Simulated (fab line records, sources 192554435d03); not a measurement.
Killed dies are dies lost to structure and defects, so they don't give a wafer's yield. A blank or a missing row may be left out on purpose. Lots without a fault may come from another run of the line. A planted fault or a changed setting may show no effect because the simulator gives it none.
Chamber matching | flow n5_finfet | N5_BEOL_M14_DEP_53 on pecvd-03: 3 sister chambers
The step deposits SiCN from 3MS/NH3, target thk 50 nm, time 17.8 s. 3 wafers are shown with their chamber, then 10 later ones without.

WAFERS WITH THEIR CHAMBER
wafer  | chamber | throttle_valve_pct (%)
L079.1 | 2       | 18.1
L082.1 | 1       | 16.5
L082.2 | 0       | 17.8

WAFERS WITHOUT THEIR CHAMBER
wafer  | throttle_valve_pct (%)
L082.3 | 18.3
L084.3 | 18.0
L084.4 | 17.5
L084.6 | 16.6
L094.1 | 16.7
L094.2 | 17.8
L094.3 | 18.3
L096.2 | 17.8
L096.4 | 16.6
L096.5 | 18.6

WHICH CHAMBER EACH WENT THROUGH
wafer  | from the rows above     | in truth
L082.3 | can't be placed: 2 or 0 | 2
L084.3 | can't be placed: 2 or 0 | 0
L084.4 | can't be placed: 0 or 2 | 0
L084.6 | 1                       | 1
L094.1 | 1                       | 1
L094.2 | can't be placed: 0 or 2 | 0
L094.3 | can't be placed: 2 or 0 | 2
L096.2 | can't be placed: 0 or 2 | 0
L096.4 | 1                       | 1
L096.5 | can't be placed: 2 or 0 | 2
Placed correctly: 3 of 10. Can't be placed from these rows: 7 (the true chamber is among the candidates in 7). Placed wrongly: 0.
How it was worked out, from the rows above alone: a wafer's distance from a chamber is the root of the sum, over the readings, of the square of ((its reading less the chamber's mean) divided by the reading's scatter). The wafer belongs to the nearest chamber; if the next one is less than 2 further off, it can't be placed. A chamber's mean is the mean of its shown wafers. The scatter: with one shown wafer a chamber, the root of the mean of the squares of how far each hidden wafer lies from its nearest shown one.
